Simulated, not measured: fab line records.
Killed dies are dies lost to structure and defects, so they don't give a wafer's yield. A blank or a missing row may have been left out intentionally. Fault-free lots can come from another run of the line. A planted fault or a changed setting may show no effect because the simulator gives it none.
A struck lot beside a sound one    flow nandHarc    15 steps out of a route of 1159
Sound: the wafers L975.2, L975.3, L975.5. The struck wafers were L982.2, L982.5, L982.6. The cause is named last.
At each step with rows: each side's tool, then ch and its chambers, then its first start. Under that, the readings that differ: sound wafers    struck wafers    difference of the means    sigmas: that difference in standard deviations of wafers without a fault.
alike: same words and numbers on both sides, and readings whose means sit less than 2 such deviations apart. not compared: any withheld reading, any reading some wafer has no value for, any bound like >300 that may hide the same value, and any number with overlapping values for which the record gives no deviation.
The two part at a step that has a row with sigmas, a row that says differs or no value, or rows on one side only. Numbers that have no deviation but don't overlap get no sigmas and don't part them. Lack of a reading on every wafer of one side parts them only where that side has two or more wafers.

NHARC_A_CONTACT_INSPECT_10:
  sound on defectInspect-02 at day 17 17:58; struck on defectInspect-01 at day 18 18:44
  alike: rawDefectCount
then, 1 step without rows for these wafers: NHARC_A_CONTACT_DESCUM_13 (chemistry O2, time 3 s).
NHARC_A_CONTACT_ETCH_88: etches the open film in CF4, target depth 39 nm, time 65 s.
  sound on rieDiel-03 ch 1,3, day 17 18:07; struck on rieDiel-03 ch 0,3, day 18 18:53
  alike: biasW, cf4FlowSccm, drypumpMotorCurrentA, oesProductAu, rfVppV, showerheadPlenumPTorr, throttleValvePct
  not compared: rfHoursCounterH
NHARC_A_CONTACT_ETCH_89: etches the open film in N2/H2, target depth 260 nm, time 475.3 s.
  sound on rieDiel-03 ch 0,2; struck on rieDiel-03 ch 0,1
  alike: biasW, chamberPressureMTorr, drypumpMotorCurrentA, h2FlowSccm, oesProductAu, rfVppV, showerheadPlenumPTorr, throttleValvePct
  not compared: rfHoursCounterH
then, 2 steps without rows for these wafers: NHARC_A_CONTACT_ETCH_30 (etches the open film in CF4/CHF3, target depth 60.5 nm, time 30.2 s); NHARC_A_CONTACT_ETCH_31 (etches the open film in O2/COS, target depth 2000 nm, time 520 s).
NHARC_A_CONTACT_ETCH_134: etches the open film in C4F8/O2/Ar, time 140 s, target depth 700 nm.
  sound on harCapEtch-01 ch 1, day 17 19:04; struck on harCapEtch-02 ch 0,1, day 18 19:48
  alike: chamberPressureMTorr, oesAirLineAu
  not compared: rfHoursCounterH
NHARC_A_CONTACT_ETCH_135: etches the open film in C4F8/O2/Ar, time 132 s, target depth 1287 nm.
  sound on harCapEtch-01 ch 1, day 17 19:15; struck on harCapEtch-02 ch 0,1, day 18 20:00
  alike: chamberPressureMTorr, oesAirLineAu
  not compared: rfHoursCounterH
then, 2 steps without rows for these wafers: NHARC_A_CONTACT_ETCH_136 (etches the open film in C4F8/O2/Ar, time 132 s, target depth 1287 nm); NHARC_A_CONTACT_ETCH_137 (etches the open film in C4F8/O2/Ar, time 132 s, target depth 1287 nm).
NHARC_A_CONTACT_ETCH_138: etches the open film in C4F8/O2/Ar, time 132 s, target depth 1289 nm.
  sound on harCapEtch-01 ch 1, day 17 19:37; struck on harCapEtch-02 ch 0,1, day 18 20:22
  alike: chamberPressureMTorr, oesAirLineAu
  not compared: rfHoursCounterH
then, 1 step without rows for these wafers: NHARC_A_CONTACT_ETCH_139 (etches the open film in C4F8/O2/Ar, time 137 s, target depth 590 nm).
NHARC_A_CONTACT_ETCH_92: etches the open film in CH3F/O2, target depth 40 nm, time 85.7 s.
  sound on rieDiel-05 ch 0,2, day 17 20:07; struck on rieDiel-03 ch 0,1,2, day 18 20:56
  no value came back on the struck wafers for any of 7 readings (biasW (W), ch3fFlowSccm (sccm) and others); on the sound wafers biasW (W) reads 99.9 100.2 100.2
  not compared: rfHoursCounterH
then, 1 step without rows for these wafers: NHARC_A_CONTACT_ETCH_98 (etches the open film in C4F6/O2, target depth 20 nm, time 10 s).
-- record jumps: 2 days between struck wafers' starts before vs after; left off in module A_CONTACT, resumes in module END, first step shown is number 1159 of the route --
NHARC_END_SORT_01:
  here the record holds rows for the struck wafers (prober-02 ch 0, day 20 22:56) but none for the sound ones

WHERE THEY PART
First at NHARC_A_CONTACT_ETCH_92; last, within this record, at NHARC_END_SORT_01.

WHY: what had been put in by the simulator
Skipped step whole: rieDiel-03, from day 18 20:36 on, at NHARC_A_CONTACT_ETCH_92. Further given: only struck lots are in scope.
